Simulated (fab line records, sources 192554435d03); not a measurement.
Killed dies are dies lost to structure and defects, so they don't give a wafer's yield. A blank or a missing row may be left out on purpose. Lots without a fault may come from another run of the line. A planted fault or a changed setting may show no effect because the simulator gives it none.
fab line records | flow n5_finfet
record lots=5 wafers=15 last_day=17
route steps=1938 shown STI_FIN_REVEAL@184 DUMMY_GATE@212 BEOL_M4@1111
lots that met no fault: from a run of the same line without faults
start_h: hours from the record's first day to the start of the lot's first wafer shown | wait_h: hours since the lot's step before | " the same as in the row above | L1.1+2: a row that stands for several wafers | - no value, or no start given | * or withheld: withheld | < > ~ a bound
route shown NAME@n: a module of which the file shows steps, and the number in the route of the first | usual: mean/standard deviation of fault-free wafers | same: alike in all rows | chamber/n: place in a boat | sites: the reading at each site | _std_site: their standard deviation | _edge_site: outer sites' mean less inner sites' | radius_mm: how far each site lies from the wafer's centre | mask NAME#n: copy n | behind: the tool/chamber that last shaped the wafer | hold: why the lot was held/for how many hours/how that ended | device: the transistor (n, p or np) that didn't switch | end of line: the same wafers' tests at the end of the route | a step without rows: its recipe alone | killed: dies lost to structure and defects at the first sort, not the wafer's yield | map: a wafer's dies, x killed, . not, _ none there
set.NAME: the setting as run; set.NAME@STEP: as run at that earlier step | model.NAME: the simulator's own value behind a step, which no gauge read
lots at some steps of the route; a table a step, a row a wafer
## steps
# step N5_STI_FIN_REVEAL_ALD_14
# recipe material=Si3N4 target_thk_a=30 temp_c=400 ald_precursor_family=SiH2I2 ald_co_reactant=N2/H2-plasma pressure_torr=2
# step N5_STI_FIN_REVEAL_FCVD_FILL_01
# recipe material=SiO2_flowable target_thk_a=3120 temp_c=100 pressure_torr=0.8 rf_w=2000 time_s=512.2
# step N5_STI_FIN_REVEAL_DENSIFY_02
# recipe temp_c=650 ambient=steam time_s=1800 idle_temp_c=400 densification_p_h2o_torr=640
# step N5_STI_FIN_REVEAL_CMP_04
# recipe stop_on=Si3N4 t_overpolish_s=4 down_force_psi=2 platen_rpm=54.18 post_cmp_clean=alkaline_brush pad_velocity_m_s=1.078 target_thk_nm=131.83
# step N5_STI_FIN_REVEAL_DENSIFY_30
# recipe temp_c=* time_s=* ambient=N2 idle_temp_c=600 ramp_up_c_per_s=150 ramp_down_c_per_s=60 cool_to_c=600
# step N5_STI_FIN_REVEAL_ETCHBACK_08
# recipe chemistry=C4F6/O2 target=SiO2 target_depth_a=305 time_s=10.167 ion_energy_ev=250 pressure_mtorr=30 source_w=345 bias_w=185 Ar_flow_sccm=300 C4F6_flow_sccm=10 O2_flow_sccm=10
# step N5_STI_FIN_REVEAL_STRIP_24
# recipe chemistry=N2/H2 time_s=90 power_w=100 temp_c=40 pressure_mtorr=100 rf_frequency_hz=6e+07 bias_power_w=3 n2_flow_sccm=300 h2_flow_sccm=300
# step N5_STI_FIN_REVEAL_PRECLEAN_25
# recipe chemistry=SPM time_s=90 temp_c=120 mix=4:1
# step N5_STI_FIN_REVEAL_PRECLEAN_26
# recipe chemistry=SC1 time_s=45 temp_c=46 mix=1:2:100
# step N5_STI_FIN_REVEAL_PRECLEAN_29
# recipe chemistry=DHF time_s=30 temp_c=25 dilution=300:1
# step N5_STI_FIN_REVEAL_SRD_12
# recipe time_s=30 temp_c=23 rinse_liquid=diw dry=ipa_marangoni
# step N5_STI_FIN_REVEAL_RECESS_09
# recipe chemistry=HF/NH3 target=SiO2 afs_cycles=11 target_depth_a=425 temp_c=30 sublimation_temp_c=180 sublimation_time_s=60
# usual drypump_motor_current_A=5.60/0.23 temp_c=30.02/0.11
# columns lot.wafer tool chamber start_h wait_h drypump_motor_current_A temp_c
L513.2 vapor_etch-01 0 88.29 0.0 5.96 29.92
L513.5 " 1 89.35 1.1 5.30 30.06
L513.6 " 0 " " 5.95 29.91
L521.4 vapor_etch-01 1 136.26 0.6 5.32 28.02
L521.5 " 1 " " 5.33 28.08
L521.6 " 0 " " 5.95 28.07
L522.4 vapor_etch-01 0 143.57 0.6 5.94 28.12
L522.5 " 1 " " 5.33 28.01
L522.6 " 0 " " 5.91 28.01
L523.1 vapor_etch-01 1 151.00 0.0 5.34 28.17
L523.5 " 1 152.06 1.1 5.36 28.27
L523.6 " 0 " " 5.97 27.98
L527.1 vapor_etch-02 1 180.47 0.0 5.41 30.02
L527.3 " 0 " " 5.70 29.74
L527.6 " 1 " " 5.44 29.98
# step N5_STI_FIN_REVEAL_STRIP_16
# recipe chemistry=H3PO4 material=SiNx temp_c=165 target_depth_a=238 overetch_fraction=0.4964 dry=ipa_marangoni
# step N5_STI_FIN_REVEAL_PRECLEAN_17
# recipe chemistry=NF3:NH3 afs_cycles=1 temp_c=30 time_s=20 sublimation_temp_c=180 sublimation_time_s=60 pressure_torr=3 rf_power_w=30
# step N5_STI_FIN_REVEAL_ETCH_34
# recipe chemistry=H2 mode=isotropic material=Si target=Si target_depth_a=9.7 temp_c=20 pressure_mtorr=4.5 icp_w=300 bias_w=0 h2_flow_sccm=7.5 he_flow_sccm=142.5
# step N5_STI_FIN_REVEAL_OXIDATION_31
# recipe chemistry=O2_PLASMA_REMOTE temp_c=150 time_s=20 pressure_mtorr=1000 source_power_w=2000 o2_flow_sccm=3000
# step N5_STI_FIN_REVEAL_PRECLEAN_32
# recipe chemistry=NF3:NH3 afs_cycles=1 temp_c=30 time_s=20 sublimation_temp_c=180 sublimation_time_s=60 pressure_torr=3 rf_power_w=30
# step N5_STI_FIN_REVEAL_STRIP_35
# recipe chemistry=H3PO4 material=Si3N4 temp_c=165 target_depth_a=40 time_s=39
# step N5_STI_FIN_REVEAL_SRD_21
# recipe dry=ipa_marangoni time_s=30 temp_c=23 rinse_liquid=diw
# step N5_STI_FIN_REVEAL_OXIDATION_33
# recipe chemistry=O2_PLASMA_REMOTE temp_c=150 time_s=20 pressure_mtorr=1000 source_power_w=2000 o2_flow_sccm=3000
# step N5_STI_FIN_REVEAL_CLEAN_19
# recipe chemistry=O3/DIW temp_c=25 time_s=120 o3_ppm=10
# step N5_STI_FIN_REVEAL_SRD_23
# recipe dry=ipa_marangoni time_s=30 temp_c=23 rinse_liquid=diw
# step N5_STI_FIN_REVEAL_FIN_H_MEAS_10
# usual trench_depth_nm=52.0/0.74
# columns lot.wafer tool chamber start_h wait_h trench_depth_nm
L513.2 ocd-02 - 90.99 0.0 51.6
L513.5 " - " " 51.8
L513.6 " - " " 51.2
L521.4 ocd-02 - 138.43 0.0 54.8
L521.5 " - " " 54.7
L521.6 " - " " 54.7
L522.4 ocd-02 - 145.75 0.0 54.9
L522.5 " - " " 55.6
L522.6 " - " " 54.6
L523.1 ocd-02 - 153.70 0.0 54.5
L523.5 " - " " 54.6
L523.6 " - " " 53.4
L527.1 ocd-02 - 183.20 0.0 51.1
L527.3 " - " " 50.9
L527.6 " - " " 52.4
# step N5_STI_FIN_REVEAL_PRECLEAN_18
# recipe chemistry=SC2 time_s=45 temp_c=35 mix=1:1:50
# step N5_STI_FIN_REVEAL_SRD_28
# recipe dry=ipa_marangoni time_s=30 temp_c=23 rinse_liquid=diw
# step N5_DUMMY_GATE_PRECLEAN_00
# recipe chemistry=O3/DIW time_s=60 temp_c=22 o3_ppm=10
# step N5_DUMMY_GATE_SRD_01
# recipe time_s=30 temp_c=23 rinse_liquid=diw dry=ipa_marangoni
# step N5_DUMMY_GATE_ALD_02
# recipe material=SiO2 target_thk_a=20 temp_c=300 ald_precursor_family=BDEAS ald_co_reactant=O2-plasma pulse_time_s=1 pressure_torr=2
# step N5_DUMMY_GATE_CVD_03
# recipe material=a-Si target_thk_a=1500 temp_c=530 precursor=SiH4 time_s=8042
# step N5_DUMMY_GATE_PRECLEAN_46
# recipe chemistry=DIW time_s=89.5 temp_c=23
# step N5_DUMMY_GATE_SRD_47
# recipe dry_time_s=32 dry=n2_spin spin_rpm=1500
# step N5_DUMMY_GATE_CMP_04
# recipe material=a-Si post_cmp_clean=alkaline_brush
# step N5_DUMMY_GATE_HM_DEP_06
# recipe material=SiNx target_thk_a=800 precursor=DCS/NH3 temp_c=700 pressure_mtorr=300 time_s=5141
# step N5_DUMMY_GATE_PECVD_30
# recipe material=SiO2 target_thk_a=550 temp_c=400 precursor=TEOS/O2 pressure_torr=6.5 rf_w=withheld teos_flow_sccm=withheld gas=O2 flow_sccm=2650 time_s=10.8
# step N5_DUMMY_GATE_COAT_34
# recipe resist=SOC temp_c=250 time_s=60 spin_rpm=1500 resist_thk_nm=60
# step N5_DUMMY_GATE_COAT_35
# recipe resist=SiARC temp_c=220 time_s=60 spin_rpm=1500 resist_thk_nm=10
# step N5_DUMMY_GATE_COAT_28
# recipe resist=underlayer temp_c=205 time_s=60 spin_rpm=1500 resist_thk_nm=10
# step N5_DUMMY_GATE_COAT_09
# recipe resist=CAR-EUV spin_rpm=1500 resist_thk_nm=30
# step N5_BEOL_M4_RC_MEAS_101
# usual DIBL_N=36.0/1.9 DIBL_P=36.0/2.1 IOFF_N=0.155/0.029 IOFF_P=0.20/0.032 ION_N=672/11 ION_P=461/6.9 SS_N=71.5/0.58 SS_P=73.2/0.64 VT_N=250.4/2.9 VT_P=-251.0/2.8
# columns lot.wafer tool chamber start_h wait_h DIBL_N[mV/V] DIBL_P[mV/V] IOFF_N[nA/um] IOFF_P[nA/um] ION_N[uA/um] ION_P[uA/um] SS_N[mV/dec] SS_P[mV/dec] VT_N[mV] VT_P[mV]
L513.2 prober-01 0 241.12 0.2 32.8 32.3 0.099 0.15 644 448 70.2 72.5 257.9 -254.0
L513.5 " 0 " " 33.4 34.6 0.123 0.18 667 461 71.1 73.8 251.8 -251.1
L513.6 " 0 " " 34.1 34.3 0.123 0.17 651 454 72.0 72.1 256.5 -250.7
L522.4 prober-02 0 284.41 0.5 37.1 39.0 0.190 0.25 704 484 71.5 74.0 245.2 -249.2
L522.5 " 0 " " 34.2 35.5 0.138 0.19 702 487 70.9 72.8 249.6 -248.7
L522.6 " 0 " " 37.6 38.6 0.188 0.24 707 483 71.8 74.4 245.6 -246.8
L521.4 prober-01 0 285.65 0.5 33.4 34.8 0.121 0.16 695 476 71.1 72.7 252.8 -256.1
L521.5 " 0 " " 35.2 37.1 0.150 0.19 705 485 71.5 73.1 247.9 -254.5
L521.6 " 0 " " 32.3 33.5 0.109 0.14 690 478 70.9 72.8 254.2 -258.0
L523.1 prober-02 0 288.05 0.0 35.1 36.9 0.155 0.22 704 491 72.0 73.4 249.7 -247.6
L523.5 " 0 " " 31.9 32.9 0.110 0.16 689 488 70.0 72.6 252.9 -252.7
L523.6 " 0 " " 31.7 32.4 0.105 0.16 678 469 70.3 72.3 253.3 -252.4
L527.1 prober-01 0 311.35 0.0 35.8 33.2 0.143 0.18 661 453 71.0 73.1 250.2 -253.6
L527.3 " 0 " " 37.8 36.0 0.173 0.22 665 453 72.0 74.1 247.7 -250.3
L527.6 " 0 " " 38.5 37.5 0.198 0.25 685 465 72.1 74.3 247.6 -248.4
## key
first_sign step=N5_STI_FIN_REVEAL_RECESS_09 reading=temp_c direction=down sigmas=18 usual=* struck=*
effect step=N5_STI_FIN_REVEAL_FIN_H_MEAS_10 reading=trench_depth_nm direction=up sigmas=3.6 usual=52.0 struck=54.6
effect step=N5_BEOL_M4_RC_MEAS_101 reading=ION_P direction=up sigmas=3.1 usual=461 struck=482
effect step=N5_BEOL_M4_RC_MEAS_101 reading=ION_N direction=up sigmas=2.3 usual=672 struck=697
met_at N5_STI_FIN_REVEAL_RECESS_09
struck_wafers L521.4,L521.5,L521.6,L522.4,L522.5,L522.6,L523.1,L523.5,L523.6
rows_end L523.1,L523.5,L523.6
onset_between 88.29 136.26
fault kind=process_parameter_drift tool=vapor_etch-01 chamber=- onset_h=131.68 steps=N5_STI_FIN_REVEAL_RECESS_09 channel=temp_c offset=* shape=step acts_in=* stated=*
# rows_end: these wafers met a further fault down the route, and their rows from its step on are left out
